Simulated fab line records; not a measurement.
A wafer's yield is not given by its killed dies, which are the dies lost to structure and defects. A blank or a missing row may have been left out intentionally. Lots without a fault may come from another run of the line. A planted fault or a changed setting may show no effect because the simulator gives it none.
The same fault as seen by 3 desks	flow n5Finfet	each desk has only its own numbers; what lay behind them comes last

## DESK OF THE TOOL OWNER: rieDiel-02
The tool's own readings at N5_BEOL_M14_TRENCH_ETCH_34 (etches SiO2 in C4F8/O2/Ar, target depth 556.65 nm, time 126.9 s): means of the sampled wafers that have a number, for each lot that ran on this tool. A lot is out of limits, marked OUT, if its mean lies more than 4 standard deviations from the usual mean; the brackets give that distance.
Columns: A = C4F8_flow_sccm at N5_BEOL_M14_TRENCH_ETCH_34, usual 16.00 sccm; B = O2_flow_sccm at N5_BEOL_M14_TRENCH_ETCH_34, usual 12.00 sccm; C = drypumpMotorCurrentA at N5_BEOL_M14_TRENCH_ETCH_34, usual 5.7 A; D = oesProductAu at N5_BEOL_M14_TRENCH_ETCH_34, usual 0.82 a.u.; E = rfVppV at N5_BEOL_M14_TRENCH_ETCH_34, usual 2228 V; F = showerheadPlenumPTorr at N5_BEOL_M14_TRENCH_ETCH_34, usual 3.47 Torr; G = throttleValvePct at N5_BEOL_M14_TRENCH_ETCH_34, usual 30.8 %
lot	first seen here	A	B	C	D	E	F	G
L979	day 11 04:31	16.00	12.00	5.7	0.87	2222	3.45	30.8
L991	day 14 10:29	16.04	12.00	5.7	0.82	2221	3.44	30.9
L999	day 16 21:28	16.02	11.93	5.7	0.87	2261	3.49	30.5
L100	day 17 03:29	16.01	12.03	5.7	0.78	2201	3.40	31.0
This desk's verdict: no lot among the 4 shows anything out of limits.

## THE DEFECT DESK
For each lot, the counts of the inspections along the route, averaged over the sampled wafers that have a number. A lot is out of limits, marked OUT, if its mean lies more than 4 standard deviations from the usual mean; the brackets give that distance.
Columns: A = rawDefectCount at N5_BEOL_M14_INSPECT_12, usual 2.1
lot	first seen here	A
L979	day 11 03:11	2.7
L978	day 11 15:49	2.0
L984	day 12 10:23	3.0
L983	day 12 14:37	2.0
L985	day 12 18:03	1.7
L991	day 14 09:09	1.7
L992	day 14 15:19	2.7
L996	day 16 05:08	0.0
L999	day 16 19:59	1.0
L100	day 17 01:44	1.0
L101	day 17 04:52	1.7
This desk's verdict: no lot among the 11 shows anything out of limits.

## AT THE METROLOGY DESK
What the gauges read, lot by lot, whatever tool the lot ran on: means of the sampled wafers that have a number. A lot is out of limits, marked OUT, if its mean lies more than 4 standard deviations from the usual mean; the brackets give that distance. 7 of its 11 readings are shown: the first one out of limits and those lying furthest out on some lot.
Columns: A = DIBL_N at N5_BEOL_M4_RC_MEAS_101, usual 36.3 mV/V; B = DIBL_P at N5_BEOL_M4_RC_MEAS_101, usual 36.2 mV/V; C = IOFF_N at N5_BEOL_M4_RC_MEAS_101, usual 0.160 nA/um; D = IOFF_P at N5_BEOL_M4_RC_MEAS_101, usual 0.21 nA/um; E = ION_P at N5_BEOL_M4_RC_MEAS_101, usual 465 uA/um; F = VT_N at N5_BEOL_M4_RC_MEAS_101, usual 250 mV; G = trenchDepthNm at N5_BEOL_M14_OCD_MEAS_35, usual 566 nm
lot	first seen here	A	B	C	D	E	F	G
L978	day 7 20:53	39.9	39.6	0.216	0.28	469	245	562
L979	day 8 00:02	36.0	35.6	0.157	0.21	466	249	563
L983	day 9 10:43	38.9	38.1	0.176	0.25	473	250	0 (-35) OUT
L984	day 9 12:29	37.0	36.0	0.158	0.20	462	249	0 (-35) OUT
L985	day 9 17:41	35.8	37.9	0.178	0.22	467	247	0 (-35) OUT
L991	day 11 02:11	36.8	37.3	0.168	0.20	467	250	555
L992	day 11 05:39	36.9	37.0	0.177	0.21	464	250	567
L996	day 12 16:46	35.5	36.1	0.138	0.18	460	253	569
L999	day 13 12:34	34.4	34.6	0.132	0.19	462	252	566
L100	day 13 18:03	36.1	34.9	0.161	0.21	464	246	550
L101	day 13 21:29	36.0	35.8	0.146	0.17	454	250	553
This desk's verdict: out of limits on L983, L984, L985, starting with L984 at day 12 12:10 (trenchDepthNm at N5_BEOL_M14_OCD_MEAS_35). L978, L979, L991, L992, L996, L999, L100, L101 stayed within limits.

## ALL TOGETHER
Metrology desk: alarm possible at day 12 12:10 on L983, L984, L985.
Nothing out of limits was seen by the tool owner's desk.
Nothing out of limits was seen by the defect desk.
The tool owner's desk has no number on record for L983, L984, L985.
The defect desk has L983, L984, L985 on record, within its limits.
The lots listed all ran N5_BEOL_M14_TRENCH_ETCH_34 on rieDiel-02.

## WHAT THE SIMULATOR HAD INSERTED
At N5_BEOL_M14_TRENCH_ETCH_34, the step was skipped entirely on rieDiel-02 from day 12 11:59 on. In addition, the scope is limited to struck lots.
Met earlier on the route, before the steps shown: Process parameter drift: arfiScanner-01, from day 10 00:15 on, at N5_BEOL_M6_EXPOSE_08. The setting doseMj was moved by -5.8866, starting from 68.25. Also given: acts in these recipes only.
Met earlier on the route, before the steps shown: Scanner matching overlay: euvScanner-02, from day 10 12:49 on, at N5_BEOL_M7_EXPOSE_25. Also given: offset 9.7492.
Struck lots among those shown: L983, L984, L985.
Hours from the fault's start to each desk's first reading out of limits: the metrology desk, 0.
